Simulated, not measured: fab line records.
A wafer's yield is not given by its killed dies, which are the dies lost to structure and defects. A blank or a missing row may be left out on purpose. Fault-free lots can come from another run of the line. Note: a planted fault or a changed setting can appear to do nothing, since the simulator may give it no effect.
Chamber matching | flow nand-harc | NHARC_A_CHANNEL_FILL_D1_ALD_16 on ald-hk-01 has 4 sister chambers
The step deposits SiO2, target thk 1.5 nm, pulse time 10 s, ald cycles 15. 8 wafers are shown with their chamber, then 9 later ones without.

## WAFERS WITH THEIR CHAMBER
wafer  | chamber | heater-power-w (W) | precursor-pulse-height-rel
L081.2 | 1       | 515                | 0.961
L083.2 | 2       | 463                | 1.037
L083.3 | 1       | 506                | 1.003
L084.1 | 2       | 464                | 0.994
L084.5 | 0       | 461                | 0.987
L085.2 | 3       | 483                | 0.976
L085.5 | 3       | 489                | 0.993
L085.6 | 0       | 449                | 1.002

## WAFERS WITHOUT THEIR CHAMBER
wafer  | heater-power-w (W) | precursor-pulse-height-rel
L088.3 | 450                | 1.019
L088.4 | 492                | 1.028
L088.6 | 488                | 1.001
L092.2 | 471                | 0.952
L092.4 | 450                | 1.009
L092.6 | 500                | 1.015
L094.2 | 489                | 0.999
L094.5 | 489                | 1.000
L094.6 | 466                | 1.012

## EACH ONE'S CHAMBER
wafer  | from the rows above          | in truth
L088.3 | can't be placed: 0 or 2      | 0
L088.4 | can't be placed: 3 or 1      | 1
L088.6 | 3                            | 3
L092.2 | can't be placed: 3 or 2 or 0 | 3
L092.4 | can't be placed: 0 or 2      | 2
L092.6 | can't be placed: 1 or 3      | 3
L094.2 | 3                            | 3
L094.5 | 3                            | 3
L094.6 | can't be placed: 2 or 0      | 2
Placed correctly: 3 of 9. From these rows, 6 cannot be placed; in 6 the true chamber is one of the candidates. Placed wrongly: 0.
How it was worked out, from the rows above alone: a wafer's distance from a chamber is the root of the sum, over the readings, of the square of ((its reading less the chamber's mean) divided by the reading's scatter). If the next closest chamber is less than 2 further off than the closest, the wafer can't be placed; otherwise it belongs to the closest. Each chamber's mean is taken over the wafers shown for it. How the scatter is found: for the shown wafers, subtract from each reading the mean of its chamber, square and add these, divide the total by (wafers less chambers), then take the root.
